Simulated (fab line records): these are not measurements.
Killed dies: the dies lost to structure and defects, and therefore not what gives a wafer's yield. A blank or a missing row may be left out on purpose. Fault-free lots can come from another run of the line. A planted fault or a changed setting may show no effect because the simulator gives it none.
Problem report, 8D (eight disciplines) form, completed by code || flow n5-finfet || the parts of the form that need people (team, actions taken, sign-off) are left out

1. WHAT IS WRONG
Mean of spin-speed-rpm at N5_BEOL_M0_SAQP_COAT_08: 1563.3 rpm across 6 wafers in 2 lots; on wafers with no fault it is 1500.0 rpm (standard deviation 0.96). Measured from the usual mean, that is +66 standard deviations.
The step: resist thk 90 nm.
Earliest sighting: wafer L776.1 on litho-track-05 at day 7 00:59. At this step, 18 wafers from 6 lots have a number in the record. Rule for "out" (also "out of limits"): further than 4 standard deviations from the usual mean. The rest of the wafers with a number are treated as sound.

2. WHAT THIS IS AND IS NOT
{"question": "which readings at this step", "is": "spin-speed-rpm", "is not": "-"}
{"question": "which lots", "is": "L776, L779", "is not": "L770, L771, L791, L792"}
{"question": "which wafers of those lots", "is": "all that have a number", "is not": "-"}
{"question": "read on which tools", "is": "litho-track-05", "is not": "litho-track-01, litho-track-02"}
{"question": "when", "is": "from day 7 00:59", "is not": "up to then (6 sound wafers); but 6 sound wafers of L791, L792 came after"}

3. SUSPECTS, AND WHAT RULES EACH OUT
Counting: a tool at a process step up to the reading stays a suspect if it ran every lot that is out and no sound lot after the first of them.
- litho-track-05 at N5_BEOL_M0_SAQP_COAT_08 (resist thk 90 nm): ruled out as a lasting fault. Sound lots L792 ran on it after its first lot that is out, L776 (day 7 00:59).
Left after counting: nothing in the record.

4. THE CAUSE (what the simulator had put in)
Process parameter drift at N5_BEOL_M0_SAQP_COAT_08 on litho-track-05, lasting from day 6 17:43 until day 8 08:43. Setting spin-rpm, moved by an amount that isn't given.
Counting ruled it out, wrongly.

5. SEQUENCE OF EFFECTS, ordered by route
One row per reading whose mean, taken over the struck wafers that have a number, lies over 3 standard deviations from the usual. Only readings whose record carries a usual standard deviation are examined. hours: median over the lots of the time between each lot's start at the first step of this table that gives one and its start at this step. sigmas: the change, counted in usual standard deviations.
{"hours": 0, "step": "N5_BEOL_M0_SAQP_COAT_08", "reading": "spin-speed-rpm", "usual": "1500.0 rpm", "on struck wafers": 1563.3, "change": "+63.3", "sigmas": "+66"}
It contains these process steps:
- N5_BEOL_M0_SAQP_COAT_08: resist thk 90 nm.
Later steps that measure or inspect, where all struck wafers having a row at the step show a number for every such reading and not one has moved that far: N5_BEOL_M0_SAQP_CD_MEAS_14, N5_BEOL_M0_SAQP_OVL_MEAS_15, N5_BEOL_M0_SAQP_INSPECT_16, N5_BEOL_M4_RC_MEAS_101.

6. WHAT WOULD HAVE CAUGHT IT SOONER
In this record no reading fell out of limits until day 7 00:59, 7 hours after the fault had begun at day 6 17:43.
